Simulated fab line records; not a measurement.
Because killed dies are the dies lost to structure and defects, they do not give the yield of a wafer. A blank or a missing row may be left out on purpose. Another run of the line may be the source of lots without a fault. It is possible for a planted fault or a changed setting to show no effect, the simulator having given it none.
Chamber matching + flow n5 finfet + rie diel-05 running N5_BEOL_M10_DESCUM_33: 4 sister chambers
The step chemistry O2, time 7.9 s. 4 wafers are shown with their chamber, then 9 later ones without.

== EACH WAFER AND ITS CHAMBER ==
| wafer  | chamber | drypump motor current A (A) |
|--------|---------|-----------------------------|
| L090.2 | 2       | 5.4                         |
| L093.1 | 1       | 6.4                         |
| L093.5 | 0       | 5.2                         |
| L093.6 | 3       | 5.2                         |

== WAFERS WITHOUT THEIR CHAMBER ==
| wafer  | drypump motor current A (A) |
|--------|-----------------------------|
| L094.2 | 6.4                         |
| L094.3 | 5.4                         |
| L094.4 | 5.3                         |
| L092.1 | 5.4                         |
| L092.4 | 5.2                         |
| L092.6 | 5.3                         |
| L095.2 | 5.3                         |
| L095.3 | 5.4                         |
| L095.5 | 5.2                         |

== WHICH CHAMBER EACH ONE RAN IN ==
| wafer  | from the rows above          | in truth |
|--------|------------------------------|----------|
| L094.2 | 1                            | 1        |
| L094.3 | 2                            | 2        |
| L094.4 | can't be placed: 0 or 3 or 2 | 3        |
| L092.1 | 2                            | 2        |
| L092.4 | can't be placed: 0 or 3      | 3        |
| L092.6 | can't be placed: 0 or 3 or 2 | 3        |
| L095.2 | can't be placed: 0 or 3 or 2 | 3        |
| L095.3 | 2                            | 2        |
| L095.5 | can't be placed: 0 or 3      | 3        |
Correct placement for 4 of the 9. Not placeable from these rows: 5 (in 5, the candidates include the true chamber). Wrongly placed: 0.
How it was worked out, from the rows above alone: a wafer's distance from a chamber is the root of the sum, over the readings, of the square of ((its reading less the chamber's mean) divided by the reading's scatter). If the next closest chamber is less than 2 further off than the closest, the wafer can't be placed; otherwise it belongs to the closest. A chamber's mean is the mean of its shown wafers. The scatter: with one shown wafer a chamber, the root of the mean of the squares of how far each hidden wafer lies from its nearest shown one.
